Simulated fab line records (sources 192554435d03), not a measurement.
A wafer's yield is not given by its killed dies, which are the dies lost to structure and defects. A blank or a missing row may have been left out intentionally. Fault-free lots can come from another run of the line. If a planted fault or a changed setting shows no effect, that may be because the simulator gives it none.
Matching of chambers    flow n5Finfet    4 sister chambers for N5_PMOS_HMC_CHANNEL_EPI_ETCH_32 on rieDiel-05
The step etches BARC in N2/H2, stops on SiO2, target depth 85.8 nm, time 50.3 s. 22 wafers are shown with their chamber, then 11 later ones without.

== EACH WAFER AND ITS CHAMBER ==
wafer   chamber  showerheadPlenumPTorr (Torr)  throttleValvePct (%)  drypumpMotorCurrentA (A)
L075.1  2        2.65                          17.52                 6.0
L075.5  2        2.65                          17.51                 6.0
L075.6  1        2.50                          18.13                 5.2
L077.1  0        2.55                          17.85                 6.1
L077.5  0        2.55                          17.83                 6.1
L077.6  1        2.50                          18.12                 5.2
L078.3  2        2.64                          17.53                 6.0
L078.4  0        2.55                          17.82                 6.2
L078.6  2        2.64                          17.52                 6.0
L079.2  2        2.64                          17.53                 6.1
L079.3  3        2.51                          18.15                 5.6
L079.4  1        2.50                          18.14                 5.2
L080.1  1        2.50                          18.14                 5.2
L080.3  0        2.55                          17.83                 6.2
L080.5  1        2.50                          18.15                 5.2
L084.1  0        2.55                          17.86                 6.1
L084.4  3        2.51                          18.17                 5.6
L084.5  0        2.55                          17.84                 6.2
L088.1  0        2.54                          17.86                 6.2
L088.2  2        2.64                          17.55                 6.0
L088.6  3        2.51                          18.16                 5.6
L092.1  0        2.54                          17.88                 6.2

SIGNATURES, as means of the wafers listed above
reading                chamber 0  chamber 1  chamber 2  chamber 3  scatter within a chamber
showerheadPlenumPTorr  2.5475     2.5000     2.6433     2.5100     0.00397
throttleValvePct       17.8462    18.1360    17.5267    18.1600    0.0157
drypumpMotorCurrentA   6.162      5.200      6.017      5.600      0.0388
Rule: a wafer lies at a distance from a chamber equal to the root of the sum of squares, over the readings, of (its reading less the chamber's mean, divided by the reading's scatter). If the next closest chamber is less than 2 further off than the closest, the wafer can't be placed; otherwise it belongs to the closest. The scatter: take each reading less its chamber's mean, square it, sum over the shown wafers, divide by the number of wafers less the number of chambers, and take the root.

== WAFERS WITH NO CHAMBER GIVEN ==
wafer   showerheadPlenumPTorr (Torr)  throttleValvePct (%)  drypumpMotorCurrentA (A)
L092.2  2.49                          17.73                 5.2
L092.3  2.63                          17.58                 6.0
L093.3  2.49                          17.75                 5.2
L093.4  2.63                          17.58                 6.1
L093.6  2.50                          17.75                 5.5
L094.1  2.63                          17.57                 6.1
L094.4  2.54                          17.87                 6.1
L094.6  2.63                          17.58                 6.1
L097.1  2.50                          17.76                 5.6
L097.4  2.63                          17.58                 6.0
L097.6  2.50                          17.77                 5.6

== CHAMBER TAKEN BY EACH ==
wafer    from the rows above   in truth
L092.2   1                     1
L092.3   2                     2
L093.3   1                     1
L093.4   2                     2
L093.6   0                     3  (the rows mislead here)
L094.1   2                     2
L094.4   0                     0
L094.6   2                     2
L097.1   0                     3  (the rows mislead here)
L097.4   2                     2
L097.6   0                     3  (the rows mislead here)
Correct placement for 8 of the 11. From these rows, 0 cannot be placed. Number placed wrongly: 3.
